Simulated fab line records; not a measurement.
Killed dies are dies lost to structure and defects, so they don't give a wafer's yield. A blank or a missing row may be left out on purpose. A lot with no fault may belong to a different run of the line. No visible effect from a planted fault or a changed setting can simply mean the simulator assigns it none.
Code-filled problem report in 8D (eight disciplines) form | flow nand-harc | the parts of the form that need people (team, actions taken, sign-off) are left out

## 1. PROBLEM STATEMENT
At NHARC_P_ZERO_WELL_CD_MEAS_24, cd-nm averages 751.7 nm over 3 wafers from 2 lots, while fault-free wafers read 718.7 nm, standard deviation 1.8. Measured from the usual mean, that is +18 standard deviations.
The step: target cd 720 nm.
The first sign was on wafer L859.1 at day 4 14:36, on cd-sem-01. The record holds 39 wafers of 13 lots with a number at this step. By rule, "out" or "out of limits" means more than 4 standard deviations away from the usual mean. The other wafers with a number count as sound.

## 2. WHAT IT IS, AND WHAT IT ISN'T
question                    | is                     | is not
which readings at this step | cd-nm                  | -
which lots                  | L859, L860             | L847, L848, L852, L861, L862, L863, L864, L865, L866, L868, L870
which wafers of those lots  | L859.1, L859.2, L860.1 | L859.4, L860.3, L860.5
read on which gauges        | cd-sem-01, cd-sem-03   | cd-sem-02
when                        | from day 4 14:36       | up to then (10 sound wafers); but 26 sound wafers of L860, L861, L862, L863, L864, L865, L866, L868, L870 came after

## 3. SUSPECTS, AND WHAT RULES EACH OUT
Counting: any tool at a process step up to the reading remains a suspect provided it ran every lot that is out. Sound lots after the first of them don't rule it out here, since some wafers of a struck lot are sound.
- the gauge at NHARC_P_ZERO_WELL_CD_MEAS_24: ruled out. Those wafers that are out were read across 2 gauges (cd-sem-01, cd-sem-03).
- krf-scanner-03 at NHARC_P_ZERO_WELL_EXPOSE_21 (exposes mask P NWELL, target cd 720 nm): kept. It ran every lot that is out, first L859 (day 4 14:26); its last sound lot up to then is L852 (day 2 20:27).
Remaining after the count: krf-scanner-03 at NHARC_P_ZERO_WELL_EXPOSE_21.

## 4. THE CAUSE (what the simulator had put in)
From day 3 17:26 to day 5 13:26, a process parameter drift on krf-scanner-03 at NHARC_P_ZERO_WELL_EXPOSE_21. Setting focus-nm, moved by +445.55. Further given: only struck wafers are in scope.
The count eliminated every tool but this one.

## 5. SEQUENCE OF EFFECTS, ordered by route
Rows list readings where the struck wafers' mean (over those with a number) sits beyond 3 standard deviations from the usual. Readings are gone through only where the record gives a usual standard deviation; hours: the median, over the lots, of the time from a lot's start at the first step in this table giving one to that lot's start at this step; sigmas: the change measured in usual standard deviations.
hours | step                         | reading | usual    | on struck wafers | change | sigmas
0     | NHARC_P_ZERO_WELL_CD_MEAS_24 | cd-nm   | 718.7 nm | 751.7            | +33.0  | +18
At these later measuring or inspecting steps, every struck wafer for which the step has a row has a number for every such reading, and none has moved that far: NHARC_P_GATE_CD_MEAS_33.

## 6. WHAT WOULD HAVE CAUGHT IT SOONER
In this record the first reading out of limits at a measuring or inspecting step was taken at day 4 14:36, 21 hours after the fault began at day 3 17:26.
Lots out: 2; of these, L860 started NHARC_P_ZERO_WELL_EXPOSE_21 on krf-scanner-03 after day 4 14:36. Holding the tool at that time would have saved it.
